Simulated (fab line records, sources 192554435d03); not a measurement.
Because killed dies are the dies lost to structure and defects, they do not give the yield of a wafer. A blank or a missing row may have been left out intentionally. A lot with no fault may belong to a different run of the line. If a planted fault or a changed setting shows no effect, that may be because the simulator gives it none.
Chamber matching + flow n5Finfet + rieDiel-04 running N5_BEOL_M0_CUTY_DESCUM_61: 4 sister chambers
The step chemistry O2, time 7.9 s. 7 wafers are shown with their chamber, then 7 later ones without.

WAFERS PAIRED WITH THEIR CHAMBERS
| wafer  | chamber | showerheadPlenumPTorr (Torr) | drypumpMotorCurrentA (A) |
|--------|---------|------------------------------|--------------------------|
| L226.4 | 1       | 2.24                         | 6.4                      |
| L228.1 | 2       | 2.00                         | 5.9                      |
| L235.1 | 0       | 2.05                         | 5.7                      |
| L235.5 | 3       | 2.16                         | 6.0                      |
| L235.6 | 2       | 2.00                         | 5.9                      |
| L239.1 | 3       | 2.15                         | 5.9                      |
| L239.2 | 1       | 2.23                         | 6.4                      |

WAFERS WHOSE CHAMBER IS MISSING
| wafer  | showerheadPlenumPTorr (Torr) | drypumpMotorCurrentA (A) |
|--------|------------------------------|--------------------------|
| L239.4 | 2.15                         | 5.9                      |
| L241.1 | 2.23                         | 6.4                      |
| L241.4 | 2.15                         | 6.0                      |
| L241.6 | 2.23                         | 6.4                      |
| L245.4 | 2.23                         | 6.4                      |
| L245.5 | 2.15                         | 5.9                      |
| L245.6 | 2.26                         | 5.9                      |

WHICH CHAMBER EACH WENT THROUGH
| wafer  | from the rows above | in truth                   |
|--------|---------------------|----------------------------|
| L239.4 | 3                   | 3                          |
| L241.1 | 1                   | 1                          |
| L241.4 | 3                   | 3                          |
| L241.6 | 1                   | 1                          |
| L245.4 | 1                   | 1                          |
| L245.5 | 3                   | 3                          |
| L245.6 | 1                   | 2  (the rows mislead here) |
Correctly placed: 6 of 7. Number that these rows cannot place: 0. Wrongly placed: 1.
How it was worked out, from the rows above alone: a wafer's distance from a chamber is the root of the sum, over the readings, of the square of ((its reading less the chamber's mean) divided by the reading's scatter). The wafer belongs to the nearest chamber; if the next one is less than 2 further off, it can't be placed. For every chamber, the mean is computed from those of its wafers that are shown. The scatter: take each reading less its chamber's mean, square it, sum over the shown wafers, divide by the number of wafers less the number of chambers, and take the root.
